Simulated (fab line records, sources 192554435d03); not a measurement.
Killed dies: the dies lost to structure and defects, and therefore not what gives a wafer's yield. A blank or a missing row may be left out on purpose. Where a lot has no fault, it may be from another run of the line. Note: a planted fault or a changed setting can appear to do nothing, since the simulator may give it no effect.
Lot-split experiment | flow n5_finfet | 7 lots, 21 wafers read, on a route of 1938 steps

== THE SPLIT ==
At N5_MOL_CONTACT_COAG_ETCH_105 (etches SiARC in CF4, target depth 15.6 nm, time 26 s), the setting bias_w was moved away from the recipe's 36 W on 8 of the 21 wafers read, by -15.6% to +11.2%. The other wafers ran this setting at the recipe's value.

The reading is taken at the split's own step.

== THE READING ==
rf_vpp_V, in V, at N5_MOL_CONTACT_COAG_ETCH_105 (etches SiARC in CF4, target depth 15.6 nm, time 26 s). On this fab line, fault-free wafers typically give 183.7 V with a standard deviation of 1.1 V.

wafer  | tool, chamber at the split | bias_w as run, W | against the recipe | rf_vpp_V, V | against lot-mates on the recipe
L074.1 | rie_diel-01, 0             | 36               | recipe             | 183.7       | -
L074.2 | rie_diel-01, 3             | 36               | recipe             | 183.7       | -
L074.3 | rie_diel-01, 1             | 36               | recipe             | 184.5       | -
L075.1 | rie_diel-03, 1             | 36               | recipe             | 186.0       | -
L075.3 | rie_diel-03, 3             | 33.37            | -7.3%              | 175.8       | -9.5
L075.5 | rie_diel-03, 3             | 36               | recipe             | 184.6       | -
L081.2 | rie_diel-06, 1             | 31.15            | -13.5%             | 167.0       | -16.9
L081.3 | rie_diel-06, 3             | 31.15            | -13.5%             | 170.0       | -13.9
L081.4 | rie_diel-06, 1             | 36               | recipe             | 183.9       | -
L084.3 | rie_diel-06, 3             | 36               | recipe             | 183.0       | -
L084.4 | rie_diel-06, 2             | 38.98            | +8.3%              | 194.8       | +11.7
L084.6 | rie_diel-06, 0             | 36               | recipe             | 183.2       | -
L085.1 | rie_diel-01, 3             | 36               | recipe             | 182.9       | -
L085.2 | rie_diel-01, 1             | 31.02            | -13.8%             | 167.0       | -16.2
L085.6 | rie_diel-01, 1             | 36               | recipe             | 183.4       | -
L092.2 | rie_diel-06, 1             | 30.37            | -15.6%             | 163.5       | -21.7
L092.3 | rie_diel-06, 3             | 36               | recipe             | 185.2       | -
L092.5 | rie_diel-06, 2             | 30.37            | -15.6%             | 164.8       | -20.4
L094.2 | rie_diel-01, 0             | 36               | recipe             | 184.9       | -
L094.3 | rie_diel-01, 1             | 40.05            | +11.2%             | 195.1       | +10.8
L094.6 | rie_diel-01, 0             | 36               | recipe             | 183.7       | -

FIT RESULTS
A straight line over all 21 wafers: rf_vpp_V changes by +1.19 V for each +1% of bias_w; r = +0.99; the points scatter about the line by 1.2 V.
The same after taking each lot's own level away (the mean of its wafers on the recipe; 21 wafers): +1.22 V for each +1%; r = +0.99; scatter 1.2 V.
According to that fit, moving bias_w by its largest amount changes the reading by 19 V.
The lots' own levels span 183.10 to 185.30 V, that is 2.0 times the standard deviation above.
The two slopes agree, so the slope changes little with the lot-to-lot level.
Check: with one of the wafers moved furthest among these (-15.6%) left out of the fit, the line predicts -18.6 V for it against its lot-mates. Against them it came out at -21.7 V.
Tool readings at the split's step, against how far the setting was moved: rf_vpp_V r = +0.99.

== OTHER SPLITS ON THESE WAFERS ==
Note: prior to the reading, these wafers also went through further splits. Each is held against what the fit with the lots' levels taken away leaves over:
other split on the same wafers       | wafers away from the commonest value | r with rf_vpp_V (lot level and that fit taken away)
N5_GATE_CUT_EXPOSE_10 dose_mj        | 5                                    | -0.35
N5_MOL_CONTACT_COAG_COAT_58 spin_rpm | 7                                    | -0.05

== THE FILE'S OWN FIT ==
rf_vpp_V changes by +1.21 V for each +1% of bias_w, r = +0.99.
